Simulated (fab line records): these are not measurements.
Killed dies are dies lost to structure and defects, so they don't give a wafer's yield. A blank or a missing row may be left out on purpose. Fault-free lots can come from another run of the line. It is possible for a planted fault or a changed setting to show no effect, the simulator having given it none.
The same fault as seen by 2 desks    flow n5 finfet    numbers are kept per desk, each desk with only its own; the story behind them comes last

== FROM THE METROLOGY DESK ==
What the gauges read for every lot (on any tool): the sampled wafers with a number, averaged. If a lot's mean is further than 4 standard deviations from the usual mean, the lot is out of limits and carries the mark OUT (the distance appears in the brackets). Readings shown: 7 of its 10, picked as those furthest out on some lot.
Columns: A = DIBL_P at N5_BEOL_M4_RC_MEAS_101, usual 36.2 mV/V; B = IOFF_N at N5_BEOL_M4_RC_MEAS_101, usual 0.16 nA/um; C = IOFF_P at N5_BEOL_M4_RC_MEAS_101, usual 0.21 nA/um; D = ION_P at N5_BEOL_M4_RC_MEAS_101, usual 461 uA/um; E = SS_N at N5_BEOL_M4_RC_MEAS_101, usual 71.6 mV/dec; F = VT_N at N5_BEOL_M4_RC_MEAS_101, usual 251 mV; G = VT_P at N5_BEOL_M4_RC_MEAS_101, usual -251 mV
lot   first seen here  A     B     C     D    E     F    G
L691  day 7 15:40      36.1  0.15  0.22  465  71.3  251  -252
L702  day 10 13:35     37.9  0.16  0.21  461  71.4  249  -249
L703  day 10 20:19     36.0  0.14  0.18  461  71.0  251  -254
L707  day 11 13:58     34.5  0.15  0.20  460  71.5  252  -252
Finding of this desk: none of the 4 lots has anything out of limits.

== FOR THE TOOL OWNER'S DESK: pecvd-03 ==
The tool's own readings at N5_BEOL_M1_PECVD_72 (deposits SiO2 from TEOS/O2, target thk 16 nm, time 18 s): means of the sampled wafers that have a number, for each lot that ran on this tool. If a lot's mean is further than 4 standard deviations from the usual mean, the lot is out of limits and carries the mark OUT (the distance appears in the brackets).
Columns: A = heater power w at N5_BEOL_M1_PECVD_72, usual 734 W; B = showerhead plenum p Torr at N5_BEOL_M1_PECVD_72, usual 8.74 Torr; C = susceptor temp C at N5_BEOL_M1_PECVD_72, usual 399.99 C; D = throttle valve pct at N5_BEOL_M1_PECVD_72, usual 22.7 %
lot   first seen here  A    B     C                 D
L691  day 6 04:01      743  8.73  400.16            22.2
L702  day 8 23:40      602  8.72  378.63 (-93) OUT  22.6
L703  day 9 02:44      640  8.73  378.52 (-93) OUT  22.8
Finding of this desk: L702, L703 out of limits; the first was L702 at day 8 23:40, on susceptor temp C at N5_BEOL_M1_PECVD_72. Within limits: L691.

== BROUGHT TOGETHER ==
The tool owner's desk had the chance to raise an alarm at day 8 23:40 on L702, L703.
Nothing out of limits was seen by the metrology desk.
The metrology desk holds a record of L702, L703, inside its limits.
Of the lots named, all ran N5_BEOL_M1_PECVD_72 on pecvd-03.

== WHAT HAD BEEN PUT IN BY THE SIMULATOR ==
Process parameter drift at N5_BEOL_M1_PECVD_72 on pecvd-03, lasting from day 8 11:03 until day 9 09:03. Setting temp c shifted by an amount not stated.
Struck lots among those shown: L702, L703.
Hours from the fault's start to each desk's first reading out of limits: the tool owner's desk, 13.
